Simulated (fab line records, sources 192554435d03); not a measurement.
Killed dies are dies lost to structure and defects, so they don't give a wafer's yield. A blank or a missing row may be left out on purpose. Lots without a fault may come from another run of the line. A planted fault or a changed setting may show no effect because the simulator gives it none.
Chamber matching | flow n5_finfet | N5_BEOL_M15_DEP_53 on pecvd-03: 3 sister chambers
The step deposits SiCN from 3MS/NH3, target thk 50 nm, time 17.8 s. 6 wafers are shown with their chamber, then 11 later ones without.

WAFERS WITH THEIR CHAMBER
wafer  | chamber | throttle_valve_pct (%) | showerhead_plenum_p_Torr (Torr)
L084.2 | 0       | 17.6                   | 4.19
L087.6 | 0       | 17.9                   | 4.19
L090.2 | 1       | 16.3                   | 4.17
L090.3 | 1       | 16.4                   | 4.17
L090.6 | 2       | 17.5                   | 4.17
L091.1 | 2       | 17.0                   | 4.16

WAFERS WITHOUT THEIR CHAMBER
wafer  | throttle_valve_pct (%) | showerhead_plenum_p_Torr (Torr)
L091.3 | 16.4                   | 4.17
L091.6 | 17.0                   | 4.16
L093.2 | 16.4                   | 4.17
L093.3 | 17.6                   | 4.20
L093.5 | 17.6                   | 4.19
L095.1 | 17.2                   | 4.16
L095.3 | 16.4                   | 4.16
L095.6 | 17.4                   | 4.20
L096.2 | 16.3                   | 4.17
L096.3 | 17.1                   | 4.17
L096.5 | 16.3                   | 4.18

WHICH CHAMBER EACH WENT THROUGH
wafer  | from the rows above     | in truth
L091.3 | 1                       | 1
L091.6 | 2                       | 2
L093.2 | 1                       | 1
L093.3 | 0                       | 0
L093.5 | 0                       | 0
L095.1 | 2                       | 2
L095.3 | can't be placed: 1 or 2 | 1
L095.6 | 0                       | 0
L096.2 | 1                       | 1
L096.3 | can't be placed: 2 or 1 | 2
L096.5 | 1                       | 1
Placed correctly: 9 of 11. Can't be placed from these rows: 2 (the true chamber is among the candidates in 2). Placed wrongly: 0.
How it was worked out, from the rows above alone: a wafer's distance from a chamber is the root of the sum, over the readings, of the square of ((its reading less the chamber's mean) divided by the reading's scatter). The wafer belongs to the nearest chamber; if the next one is less than 2 further off, it can't be placed. A chamber's mean is the mean of its shown wafers. The scatter: the root of (the sum of the squares of (reading less its chamber's mean) over the shown wafers, divided by (wafers less chambers)).
